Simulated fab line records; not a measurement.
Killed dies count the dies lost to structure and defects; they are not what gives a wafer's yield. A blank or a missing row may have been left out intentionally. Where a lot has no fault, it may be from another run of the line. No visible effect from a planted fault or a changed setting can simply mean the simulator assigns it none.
Which tool did it?	flow n5-finfet	24 lots with 72 wafers sampled at 6 steps, on a route of 1938 steps

== WHAT EACH GAUGE READ, for each wafer ==
No reading from a measuring or inspecting step in the record can be judged against a usual standard deviation.

== EACH LOT AND THE TOOL THAT RAN IT (in order: tool; ch and the chambers of the sampled wafers; start) ==
lot	N5_BEOL_M2_VIA_ETCH_34	N5_BEOL_M2_DEGAS_44	N5_BEOL_M2_ANNEAL_82	N5_BEOL_M2_SPUTTER_90	N5_BEOL_M2_ANNEAL_91	N5_BEOL_M2_ANNEAL_95
L075	rie-diel-02 ch 0,2, day 6 16:57	pvd-sputter-02, day 6 17:38	pvd-sputter-01, day 6 19:10	pvd-sputter-01, day 6 19:45	pvd-sputter-01, day 6 19:50	pvd-sputter-01, day 6 20:16
L074	rie-diel-06 ch 0,2, day 6 17:41	pvd-sputter-03, day 6 18:08	pvd-sputter-02, day 6 19:19	pvd-sputter-02, day 6 19:53	pvd-sputter-02, day 6 19:58	pvd-sputter-02, day 6 20:25
L076	rie-diel-04 ch 0,1,2, day 6 21:47	pvd-sputter-03, day 6 22:28	pvd-sputter-03, day 6 23:38	pvd-sputter-03, day 7 00:13	pvd-sputter-03, day 7 00:17	pvd-sputter-03, day 7 00:44
L077	rie-diel-06 ch 0,3, day 7 08:17	pvd-sputter-02, day 7 09:32	pvd-sputter-03, day 7 10:46	pvd-sputter-03, day 7 11:20	pvd-sputter-03, day 7 11:25	pvd-sputter-03, day 7 11:52
L078	rie-diel-02 ch 0,1,3, day 7 15:12	pvd-sputter-01, day 7 15:41	pvd-sputter-02, day 7 16:52	pvd-sputter-02, day 7 17:27	pvd-sputter-02, day 7 17:32	pvd-sputter-02, day 7 17:58
L079	rie-diel-04 ch 2,3, day 7 23:51	pvd-sputter-03, day 8 00:53	pvd-sputter-01, day 8 02:17	pvd-sputter-01, day 8 02:52	pvd-sputter-01, day 8 02:57	pvd-sputter-01, day 8 03:23
L080	rie-diel-06 ch 2,3, day 7 23:53	pvd-sputter-01, day 8 00:57	pvd-sputter-03, day 8 02:23	pvd-sputter-03, day 8 02:58	pvd-sputter-03, day 8 03:03	pvd-sputter-03, day 8 03:29
L081	rie-diel-02 ch 0,3, day 8 12:23	pvd-sputter-01, day 8 13:07	pvd-sputter-01, day 8 14:12	pvd-sputter-01, day 8 14:47	pvd-sputter-01, day 8 14:52	pvd-sputter-01, day 8 15:18
L083	rie-diel-02 ch 2,3, day 8 15:18	pvd-sputter-01, day 8 15:46	pvd-sputter-01, day 8 16:50	pvd-sputter-01, day 8 17:25	pvd-sputter-01, day 8 17:29	pvd-sputter-01, day 8 17:56
L082	rie-diel-02 ch 0,1,3, day 8 15:40	pvd-sputter-03, day 8 16:07	pvd-sputter-01, day 8 18:40	pvd-sputter-01, day 8 19:15	pvd-sputter-01, day 8 19:20	pvd-sputter-01, day 8 19:46
L084	rie-diel-02 ch 0,3, day 8 18:11	pvd-sputter-02, day 8 19:18	pvd-sputter-01, day 8 20:38	pvd-sputter-01, day 8 21:13	pvd-sputter-01, day 8 21:17	pvd-sputter-01, day 8 21:44
L085	rie-diel-04 ch 1,2, day 9 04:13	pvd-sputter-02, day 9 05:01	pvd-sputter-02, day 9 08:11	pvd-sputter-02, day 9 08:46	pvd-sputter-02, day 9 08:50	pvd-sputter-02, day 9 09:17
L086	rie-diel-04 ch 0,1,3, day 9 13:16	pvd-sputter-01, day 9 13:50	pvd-sputter-01, day 9 15:02	pvd-sputter-01, day 9 15:37	pvd-sputter-01, day 9 15:41	pvd-sputter-01, day 9 16:08
L087	rie-diel-06 ch 1,2, day 9 16:10	pvd-sputter-03, day 9 16:53	pvd-sputter-03, day 9 18:17	pvd-sputter-03, day 9 18:52	pvd-sputter-03, day 9 18:56	pvd-sputter-03, day 9 19:23
L090	rie-diel-02 ch 0,2,3, day 10 07:43	pvd-sputter-03, day 10 08:47	pvd-sputter-03, day 10 10:01	pvd-sputter-03, day 10 10:35	pvd-sputter-03, day 10 10:40	pvd-sputter-03, day 10 11:07
L088	rie-diel-02 ch 0,1,3, day 10 08:47	pvd-sputter-01, day 10 09:20	pvd-sputter-02, day 10 10:24	pvd-sputter-02, day 10 10:59	pvd-sputter-02, day 10 11:04	pvd-sputter-02, day 10 11:30
L091	rie-diel-06 ch 1,2, day 10 14:46	pvd-sputter-03, day 10 15:23	pvd-sputter-02, day 10 16:32	pvd-sputter-02, day 10 17:07	pvd-sputter-02, day 10 17:12	pvd-sputter-02, day 10 17:38
L089	rie-diel-04 ch 0,2, day 10 18:00	pvd-sputter-03, day 10 19:35	pvd-sputter-02, day 10 20:52	pvd-sputter-02, day 10 21:26	pvd-sputter-02, day 10 21:31	pvd-sputter-02, day 10 21:58
L092	rie-diel-04 ch 1,2,3, day 10 19:32	pvd-sputter-01, day 10 20:23	pvd-sputter-03, day 10 21:30	pvd-sputter-03, day 10 22:05	pvd-sputter-03, day 10 22:10	pvd-sputter-03, day 10 22:36
L093	rie-diel-04 ch 0,2,3, day 11 05:44	pvd-sputter-03, day 11 06:17	pvd-sputter-03, day 11 07:22	pvd-sputter-03, day 11 07:57	pvd-sputter-03, day 11 08:02	pvd-sputter-03, day 11 08:28
L094	rie-diel-04 ch 0,3, day 11 09:49	pvd-sputter-01, day 11 10:26	pvd-sputter-03, day 11 11:32	pvd-sputter-03, day 11 12:07	pvd-sputter-03, day 11 12:11	pvd-sputter-03, day 11 12:38
L095	rie-diel-04 ch 0,1,2, day 11 19:11	pvd-sputter-01, day 11 20:00	pvd-sputter-02, day 11 21:10	pvd-sputter-02, day 11 21:45	pvd-sputter-02, day 11 21:50	pvd-sputter-02, day 11 22:16
L096	rie-diel-02 ch 0,1, day 12 07:55	pvd-sputter-03, day 12 08:26	pvd-sputter-01, day 12 09:36	pvd-sputter-01, day 12 10:11	pvd-sputter-01, day 12 10:16	pvd-sputter-01, day 12 10:42
L097	rie-diel-04 ch 1,2,3, day 12 11:06	pvd-sputter-01, day 12 11:43	pvd-sputter-01, day 12 12:48	pvd-sputter-01, day 12 13:23	pvd-sputter-01, day 12 13:28	pvd-sputter-01, day 12 13:54
- N5_BEOL_M2_VIA_ETCH_34: etches the open film in C4F6/O2, target depth 69.4 nm, time 65.9 s.
- N5_BEOL_M2_DEGAS_44: time 60 s.
- N5_BEOL_M2_ANNEAL_82: time 240 s.
- N5_BEOL_M2_SPUTTER_90: material Cu, target thk 4.5 nm, time 8.29 s.
- N5_BEOL_M2_ANNEAL_91: time 240 s.
- N5_BEOL_M2_ANNEAL_95: time 240 s.

== WHAT THE TOOLS THEMSELVES READ (means of the sampled wafers that have a number; where no wafer has one, the mark that the record gives instead) ==
N5_BEOL_M2_VIA_ETCH_34.
lot	tool	O2_flow_sccm (sccm)	drypump-motor-current-A (A)	oes_f_703_au (a.u.)	oes-product-au (a.u.)	rf-vpp-V (V)	showerhead-plenum-p-Torr (Torr)	throttle-valve-pct (%)
L075	rie-diel-02	9.989	5.1	0.78	0.78	661	2.87	31.03
L074	rie-diel-06	10.016	5.5	0.73	0.71	658	2.79	31.08
L076	rie-diel-04	9.997	6.0	0.80	0.82	667	2.79	30.69
L077	rie-diel-06	10.000	5.9	0.69	0.68	661	2.85	31.28
L078	rie-diel-02	10.010	5.5	0.83	0.82	654	2.95	31.04
L079	rie-diel-04	9.991	6.2	0.72	0.73	668	2.76	30.75
L080	rie-diel-06	10.006	5.5	0.72	0.71	659	2.77	31.30
L081	rie-diel-02	9.993	5.6	0.87	0.85	660	2.96	31.01
L083	rie-diel-02	10.001	5.3	0.78	0.76	657	2.89	30.85
L082	rie-diel-02	10.016	5.5	0.82	0.81	653	2.95	31.04
L084	rie-diel-02	9.992	5.5	0.86	0.86	665	2.94	31.21
L085	rie-diel-04	10.030	6.1	0.77	0.77	666	2.76	30.58
L086	rie-diel-04	10.013	5.7	0.78	0.79	671	2.82	30.89
L087	rie-diel-06	9.976	5.6	0.72	0.71	658	2.79	31.22
L090	rie-diel-02	9.989	5.3	0.79	0.79	661	2.91	31.05
L088	rie-diel-02	10.058	5.5	0.81	0.79	653	2.94	31.06
L091	rie-diel-06	9.996	5.6	0.71	0.70	658	2.79	31.24
L089	rie-diel-04	9.983	6.3	0.71	0.73	664	2.73	30.70
L092	rie-diel-04	10.021	5.8	0.76	0.76	670	2.80	30.79
L093	rie-diel-04	9.975	6.1	0.71	0.72	669	2.76	30.90
L094	rie-diel-04	10.006	5.8	0.71	0.72	672	2.80	31.07
L095	rie-diel-04	9.994	6.0	0.76	0.77	666	2.77	30.73
L096	rie-diel-02	10.007	5.4	0.75	0.74	646	2.91	31.13
L097	rie-diel-04	9.973	5.8	0.74	0.74	669	2.79	30.80

N5_BEOL_M2_DEGAS_44.
lot	tool	heater-power-w (W)
L075	pvd-sputter-02	321
L074	pvd-sputter-03	333
L076	pvd-sputter-03	335
L077	pvd-sputter-02	324
L078	pvd-sputter-01	340
L079	pvd-sputter-03	328
L080	pvd-sputter-01	346
L081	pvd-sputter-01	330
L083	pvd-sputter-01	327
L082	pvd-sputter-03	354
L084	pvd-sputter-02	317
L085	pvd-sputter-02	308
L086	pvd-sputter-01	323
L087	pvd-sputter-03	343
L090	pvd-sputter-03	362
L088	pvd-sputter-01	330
L091	pvd-sputter-03	341
L089	pvd-sputter-03	352
L092	pvd-sputter-01	357
L093	pvd-sputter-03	342
L094	pvd-sputter-01	333
L095	pvd-sputter-01	338
L096	pvd-sputter-03	334
L097	pvd-sputter-01	300

N5_BEOL_M2_ANNEAL_82.
lot	tool	heater-power-w (W)	susceptor_temp_C_max
L075	pvd-sputter-01	850	401.2
L074	pvd-sputter-02	806	401.2
L076	pvd-sputter-03	868	400.8
L077	pvd-sputter-03	832	401.0
L078	pvd-sputter-02	770	401.1
L079	pvd-sputter-01	824	401.2
L080	pvd-sputter-03	848	401.0
L081	pvd-sputter-01	831	401.0
L083	pvd-sputter-01	855	401.4
L082	pvd-sputter-01	850	401.5
L084	pvd-sputter-01	788	400.8
L085	pvd-sputter-02	810	401.0
L086	pvd-sputter-01	807	401.0
L087	pvd-sputter-03	899	400.6
L090	pvd-sputter-03	870	400.5
L088	pvd-sputter-02	798	401.4
L091	pvd-sputter-02	807	401.2
L089	pvd-sputter-02	803	401.3
L092	pvd-sputter-03	857	400.8
L093	pvd-sputter-03	871	400.9
L094	pvd-sputter-03	882	401.1
L095	pvd-sputter-02	810	401.1
L096	pvd-sputter-01	817	401.0
L097	pvd-sputter-01	853	401.2

N5_BEOL_M2_SPUTTER_90.
lot	tool	chuck-gas-flow-sccm (sccm)	throttle-valve-pct (%)
L075	pvd-sputter-01	1.30	29.2
L074	pvd-sputter-02	1.24	29.2
L076	pvd-sputter-03	1.26	30.9
L077	pvd-sputter-03	1.25	30.5
L078	pvd-sputter-02	1.25	29.4
L079	pvd-sputter-01	1.29	28.8
L080	pvd-sputter-03	1.30	29.8
L081	pvd-sputter-01	1.30	29.6
L083	pvd-sputter-01	1.26	29.3
L082	pvd-sputter-01	1.28	29.3
L084	pvd-sputter-01	1.26	29.1
L085	pvd-sputter-02	1.19	28.8
L086	pvd-sputter-01	1.28	28.7
L087	pvd-sputter-03	1.31	29.7
L090	pvd-sputter-03	1.29	30.9
L088	pvd-sputter-02	1.29	29.6
L091	pvd-sputter-02	1.34	29.3
L089	pvd-sputter-02	1.32	29.5
L092	pvd-sputter-03	1.27	29.3
L093	pvd-sputter-03	1.29	30.1
L094	pvd-sputter-03	1.29	30.4
L095	pvd-sputter-02	1.32	29.6
L096	pvd-sputter-01	1.29	28.8
L097	pvd-sputter-01	1.24	29.7

N5_BEOL_M2_ANNEAL_91.
lot	tool	heater-power-w (W)	susceptor_temp_C_max
L075	pvd-sputter-01	843	401.1
L074	pvd-sputter-02	804	401.3
L076	pvd-sputter-03	857	400.7
L077	pvd-sputter-03	835	401.1
L078	pvd-sputter-02	766	401.0
L079	pvd-sputter-01	834	400.7
L080	pvd-sputter-03	854	401.0
L081	pvd-sputter-01	848	401.3
L083	pvd-sputter-01	850	401.3
L082	pvd-sputter-01	849	401.1
L084	pvd-sputter-01	785	400.7
L085	pvd-sputter-02	811	400.8
L086	pvd-sputter-01	818	400.9
L087	pvd-sputter-03	882	400.7
L090	pvd-sputter-03	861	400.8
L088	pvd-sputter-02	808	401.1
L091	pvd-sputter-02	803	401.3
L089	pvd-sputter-02	800	401.0
L092	pvd-sputter-03	849	400.8
L093	pvd-sputter-03	867	400.9
L094	pvd-sputter-03	879	400.8
L095	pvd-sputter-02	804	401.0
L096	pvd-sputter-01	802	401.1
L097	pvd-sputter-01	847	401.2

N5_BEOL_M2_ANNEAL_95.
lot	tool	heater-power-w (W)	susceptor_temp_C_max
L075	pvd-sputter-01	845	400.9
L074	pvd-sputter-02	802	401.0
L076	pvd-sputter-03	866	400.9
L077	pvd-sputter-03	814	401.0
L078	pvd-sputter-02	766	401.1
L079	pvd-sputter-01	817	400.9
L080	pvd-sputter-03	848	401.5
L081	pvd-sputter-01	830	400.9
L083	pvd-sputter-01	854	401.1
L082	pvd-sputter-01	867	401.1
L084	pvd-sputter-01	780	401.0
L085	pvd-sputter-02	816	401.0
L086	pvd-sputter-01	817	401.1
L087	pvd-sputter-03	874	400.8
L090	pvd-sputter-03	866	400.7
L088	pvd-sputter-02	804	401.2
L091	pvd-sputter-02	791	401.1
L089	pvd-sputter-02	803	401.1
L092	pvd-sputter-03	857	401.3
L093	pvd-sputter-03	877	400.8
L094	pvd-sputter-03	883	400.7
L095	pvd-sputter-02	797	401.1
L096	pvd-sputter-01	824	400.6
L097	pvd-sputter-01	849	401.0

== THE ANSWER, worked out from the rows above alone ==
Rule: usual is defined by the lots themselves. The widest of any qualifying gaps counts: lots, ordered by their means at a reading, are off when they make up no more than a third of the lots, leave a main group of 4 or more, and stand apart from it by 3 or more times the standard deviation of that group's means. A main group whose means are all the same, to the digits that the tables above print for the reading, isn't used. A lot without any number at a reading at which 4 lots or more have one is off too. Where the step has rows for the other lots, those lots are counted as sound. Order of review: gauges by route order, followed by the tools' own readings, for which a lot's mean as printed above is used. At the first step where some lot is off, the reading lying furthest off is the one used; lots without a number count as furthest.
Across all readings shown, no lot is off: no conclusion can be drawn from this.

== WHAT WAS PUT IN BY THE SIMULATOR ==
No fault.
